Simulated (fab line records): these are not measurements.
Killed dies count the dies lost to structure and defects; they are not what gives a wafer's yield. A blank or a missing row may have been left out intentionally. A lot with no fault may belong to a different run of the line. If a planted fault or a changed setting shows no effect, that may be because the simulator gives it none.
3 desks, one fault ; flow nand-harc ; every desk sees just its own numbers, and what lay behind them comes last

== THE DEFECT DESK ==
Lot by lot, what the route's inspections counted, given as the mean of those sampled wafers with a number. The brackets show how far a lot's mean lies from the usual mean; more than 4 standard deviations puts the lot out of limits, marked OUT.
Columns: A = raw-defect-count at NHARC_P_BONDPAD_INSPECT_23, usual 360; B = raw-defect-count at NHARC_A_ZERO_WELL_INSPECT_17, usual 11
lot;first seen here;A;B
L250;day 6 14:53;343;13
L254;day 7 11:20;221;6
L256;day 7 22:04;341;10
L257;day 8 07:29;474;15
L260;day 8 21:29;356;8
L259;day 8 22:08;531;4
L261;day 9 04:49;286;12
L262;day 9 16:43;503;13
L263;day 9 17:45;285;12
L265;day 10 11:55;405;6
L273;day 11 22:08;384;13
L272;day 11 22:36;287;5
This desk's verdict: no lot among the 12 shows anything out of limits.

== THE METROLOGY DESK ==
Means of the sampled wafers that have a number, per lot and without regard to the tool the lot ran on: this is what the gauges read. The brackets show how far a lot's mean lies from the usual mean; more than 4 standard deviations puts the lot out of limits, marked OUT.
Columns: A = thk-nm at NHARC_A_ONON_D1_THK_MEAS_34, usual 199.9 nm
lot;first seen here;A
L250;day 8 05:27;201.3
L254;day 8 23:55;202.0
L256;day 9 10:46;201.8
L257;day 9 20:50;196.9
L259;day 10 11:31;199.7
L260;day 10 11:31;198.7
L261;day 10 20:43;198.0
L262;day 11 04:41;208.8
L263;day 11 04:44;198.6
L265;day 12 00:50;207.6
L272;day 13 10:01;198.0
L273;day 13 10:01;199.9
This desk's verdict: no lot among the 12 shows anything out of limits.

== FOR THE TOOL OWNER'S DESK: pecvd-03 ==
The tool's own readings at NHARC_A_ONON_D1_DEP_33 (deposits SiO2, target thk 200 nm): means of the sampled wafers that have a number, for each lot that ran on this tool. The brackets show how far a lot's mean lies from the usual mean; more than 4 standard deviations puts the lot out of limits, marked OUT.
Columns: A = heater-power-w at NHARC_A_ONON_D1_DEP_33, usual 523 W; B = rf-fwd-power-W at NHARC_A_ONON_D1_DEP_33, usual 897.8 W; C = throttle-valve-pct at NHARC_A_ONON_D1_DEP_33, usual 15.9 %
lot;first seen here;A;B;C
L254;day 8 23:35;523;896.1;15.9
L256;day 9 10:29;490;895.9;15.7
L260;day 10 11:07;534;898.6;15.7
L261;day 10 20:21;548;899.4;15.7
L262;day 11 04:22;463;1016.2 (+41) OUT;15.7
L265;day 12 00:31;415;1016.3 (+41) OUT;15.9
Finding of this desk: L262, L265 out of limits; the first was L262 at day 11 04:22, on rf-fwd-power-W at NHARC_A_ONON_D1_DEP_33. In limits: L254, L256, L260, L261.

== TAKEN TOGETHER ==
At day 11 04:22, on L262, L265, the tool owner's desk was in a position to raise an alarm.
No out-of-limits result turned up at the defect desk.
From the metrology desk's view, nothing was out of limits.
The defect desk has L262, L265 on record, within its limits.
The metrology desk holds a record of L262, L265, inside its limits.
Of the lots named, all ran NHARC_A_ONON_D1_DEP_33 on pecvd-03.

== WHAT WAS PUT IN BY THE SIMULATOR ==
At NHARC_A_ONON_D1_DEP_33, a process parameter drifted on pecvd-03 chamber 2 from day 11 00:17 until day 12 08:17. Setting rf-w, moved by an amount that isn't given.
Lots struck among those shown: L262, L265.
Each desk's first reading out of limits, in hours after the fault started: the tool owner's desk, 4.
